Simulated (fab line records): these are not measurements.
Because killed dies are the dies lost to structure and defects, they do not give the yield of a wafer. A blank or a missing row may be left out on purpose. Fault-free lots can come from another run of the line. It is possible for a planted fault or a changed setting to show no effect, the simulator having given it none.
Which tool did it? | flow nand-harc | 24 lots with 72 wafers sampled at 2 steps, on a route of 1159 steps

== WHAT THE GAUGES READ, wafer by wafer ==
NHARC_P_ZERO_WELL_CD_MEAS_37: target cd 720 nm. Usual: 719.0 nm for cd-nm, sd 2.1.
lot  | measured    | on        | cd-nm (nm)        | flag
L074 | day 1 15:53 | cd-sem-01 | 717.2 715.2 716.9 |
L075 | day 1 22:15 | cd-sem-01 | 719.8 722.0 722.3 |
L076 | day 2 04:20 | cd-sem-01 | 719.8 718.5 717.1 |
L077 | day 2 10:06 | cd-sem-03 | 717.6 719.8 719.8 |
L078 | day 2 16:00 | cd-sem-03 | 722.4 719.7 717.5 |
L079 | day 2 21:58 | cd-sem-03 | 713.6 716.3 715.1 |
L080 | day 3 04:16 | cd-sem-01 | 719.2 721.0 718.9 |
L081 | day 3 10:07 | cd-sem-01 | 723.6 721.6 723.5 |
L082 | day 3 16:17 | cd-sem-01 | 718.8 719.6 720.3 |
L083 | day 3 22:14 | cd-sem-01 | 720.5 717.6 718.9 |
L084 | day 4 04:15 | cd-sem-03 | 719.9 716.9 720.2 |
L085 | day 4 10:07 | cd-sem-03 | 717.9 717.3 718.9 |
L086 | day 4 15:59 | cd-sem-03 | 719.1 722.3 720.6 |
L087 | day 4 21:59 | cd-sem-02 | 716.1 718.1 715.9 |
L088 | day 5 04:07 | cd-sem-02 | 717.5 718.0 720.3 |
L089 | day 5 10:10 | cd-sem-03 | 719.1 716.0 719.9 |
L090 | day 5 15:59 | cd-sem-03 | 719.3 720.7 718.2 |
L091 | day 5 22:17 | cd-sem-03 | 716.0 717.1 719.3 |
L092 | day 6 04:38 | cd-sem-01 | 718.6 718.1 716.1 |
L093 | day 6 09:59 | cd-sem-01 | 715.7 715.5 719.9 |
L094 | day 6 16:17 | cd-sem-03 | 722.9 721.3 720.5 |
L095 | day 6 22:13 | cd-sem-01 | 719.9 716.8 718.0 |
L096 | day 7 04:00 | cd-sem-02 | 721.1 720.0 721.7 |
L097 | day 7 09:58 | cd-sem-03 | 716.7 718.9 717.4 |

== WHICH TOOL RAN EACH LOT (tool, then ch and the chambers of the sampled wafers, then the start) ==
lot  | NHARC_P_ZERO_WELL_DESCUM_26
L074 | rie-diel-13 ch 0,1, day 1 14:31
L075 | rie-diel-01 ch 1,3, day 1 20:46
L076 | rie-diel-13 ch 0,2,3, day 2 02:51
L077 | rie-diel-13 ch 1,3, day 2 08:38
L078 | rie-diel-01 ch 0,1,2, day 2 14:39
L079 | rie-diel-01 ch 1,2, day 2 20:37
L080 | rie-diel-01 ch 1,2, day 3 02:47
L081 | rie-diel-11 ch 2,3, day 3 08:46
L082 | rie-diel-01 ch 2,3, day 3 14:48
L083 | rie-diel-13 ch 1,2,3, day 3 20:46
L084 | rie-diel-01 ch 0,3, day 4 02:44
L085 | rie-diel-01 ch 0,1,3, day 4 08:38
L086 | rie-diel-01 ch 1,2,3, day 4 14:38
L087 | rie-diel-11 ch 0,3, day 4 20:38
L088 | rie-diel-13 ch 0,2,3, day 5 02:38
L089 | rie-diel-11 ch 1,2,3, day 5 08:39
L090 | rie-diel-11 ch 0,1,2, day 5 14:38
L091 | rie-diel-11 ch 0,2,3, day 5 20:46
L092 | rie-diel-01 ch 0,3, day 6 03:17
L093 | rie-diel-13 ch 0,1, day 6 08:31
L094 | rie-diel-11 ch 1,3, day 6 14:48
L095 | rie-diel-13 ch 0,1,2, day 6 20:46
L096 | rie-diel-11 ch 1,2, day 7 02:37
L097 | rie-diel-11 ch 0,1,2, day 7 08:37
- NHARC_P_ZERO_WELL_DESCUM_26: chemistry O2, time 3 s.

== AS READ BY THE TOOLS THEMSELVES (means over the sampled wafers that have a number; for cases with no such wafer, the mark the record gives instead) ==
NHARC_P_ZERO_WELL_DESCUM_26. Usual: drypump-motor-current-A 5.3 A, standard deviation 0.39; o2-flow-sccm 200.1 sccm, standard deviation 0.84; oes-product-au 0.999 a.u., standard deviation 0.0088; rf-vpp-V 57.8 V, standard deviation 0.88; showerhead-plenum-p-Torr 1.92 Torr, standard deviation 0.08; throttle-valve-pct 11.310 %, standard deviation 0.0096.
lot  | tool        | drypump-motor-current-A (A) | o2-flow-sccm (sccm) | oes-product-au (a.u.) | rf-vpp-V (V) | showerhead-plenum-p-Torr (Torr) | throttle-valve-pct (%) | flag
L074 | rie-diel-13 | 5.5                         | 200.4               | 1.007                 | 58.8         | 2.02                            | 11.311                 |
L075 | rie-diel-01 | 5.0                         | 201.0               | 0.994                 | 56.9         | 1.87                            | 11.315                 |
L076 | rie-diel-13 | 5.3                         | 200.5               | 1.006                 | 58.2         | 1.94                            | 11.302                 |
L077 | rie-diel-13 | 5.7                         | 200.8               | 1.000                 | 57.5         | 1.93                            | 11.311                 |
L078 | rie-diel-01 | 5.2                         | 200.1               | 0.994                 | 57.5         | 1.92                            | 11.311                 |
L079 | rie-diel-01 | 5.1                         | 200.3               | 0.989                 | 57.9         | 1.91                            | 11.303                 |
L080 | rie-diel-01 | 5.1                         | 199.8               | 1.000                 | 57.1         | 1.91                            | 11.312                 |
L081 | rie-diel-11 | 5.7                         | 200.6               | 1.003                 | 57.6         | 1.94                            | 11.306                 |
L082 | rie-diel-01 | 5.4                         | 199.9               | 1.009                 | 57.7         | 1.84                            | 11.300                 |
L083 | rie-diel-13 | 5.5                         | 199.9               | 1.004                 | 58.5         | 1.89                            | 11.312                 |
L084 | rie-diel-01 | 5.2                         | 200.4               | 1.006                 | 57.3         | 1.84                            | 11.297                 |
L085 | rie-diel-01 | 5.0                         | 200.6               | 0.994                 | 57.3         | 1.88                            | 11.308                 |
L086 | rie-diel-01 | 5.3                         | 200.8               | 0.998                 | 57.4         | 1.88                            | 11.307                 |
L087 | rie-diel-11 | 5.4                         | 199.4               | 1.000                 | 57.4         | 1.83                            | 11.305                 |
L088 | rie-diel-13 | 5.3                         | 200.3               | 1.005                 | 58.2         | 1.94                            | 11.318                 |
L089 | rie-diel-11 | 5.4                         | 200.1               | 0.997                 | 58.3         | 1.96                            | 11.315                 |
L090 | rie-diel-11 | 5.4                         | 199.5               | 1.002                 | 58.3         | 1.94                            | 11.315                 |
L091 | rie-diel-11 | 5.6                         | 200.1               | 1.005                 | 57.8         | 1.89                            | 11.317                 |
L092 | rie-diel-01 | 5.1                         | 200.0               | 0.997                 | 57.5         | 1.88                            | 11.303                 |
L093 | rie-diel-13 | 5.5                         | 199.4               | 1.002                 | 58.5         | 2.02                            | 11.310                 |
L094 | rie-diel-11 | 5.2                         | 200.4               | 0.992                 | 57.9         | 1.92                            | 11.313                 |
L095 | rie-diel-13 | 5.4                         | 200.1               | 0.987                 | 58.0         | 1.94                            | 11.311                 |
L096 | rie-diel-11 | 5.5                         | 200.0               | 1.001                 | 57.5         | 2.00                            | 11.311                 |
L097 | rie-diel-11 | 5.3                         | 200.1               | 0.997                 | 57.6         | 1.94                            | 11.310                 |

== THE ANSWER, worked out from the rows above alone ==
Rule: lot off if the mean of its wafers having a number is beyond 3 standard deviations from the usual mean. Also off: a lot with no number at a reading for which 4 or more lots have one. Where the step has rows for the other lots, those lots are counted as sound. After the gauges, taken in route order, come the tools' own readings; for these a lot's mean is taken, as printed above. At the first step where some lot is off, the reading lying furthest off is the one used; lots without a number count as furthest.
No lot is off at any reading shown: from this, nothing can be told.

== WHAT HAD BEEN PUT IN BY THE SIMULATOR ==
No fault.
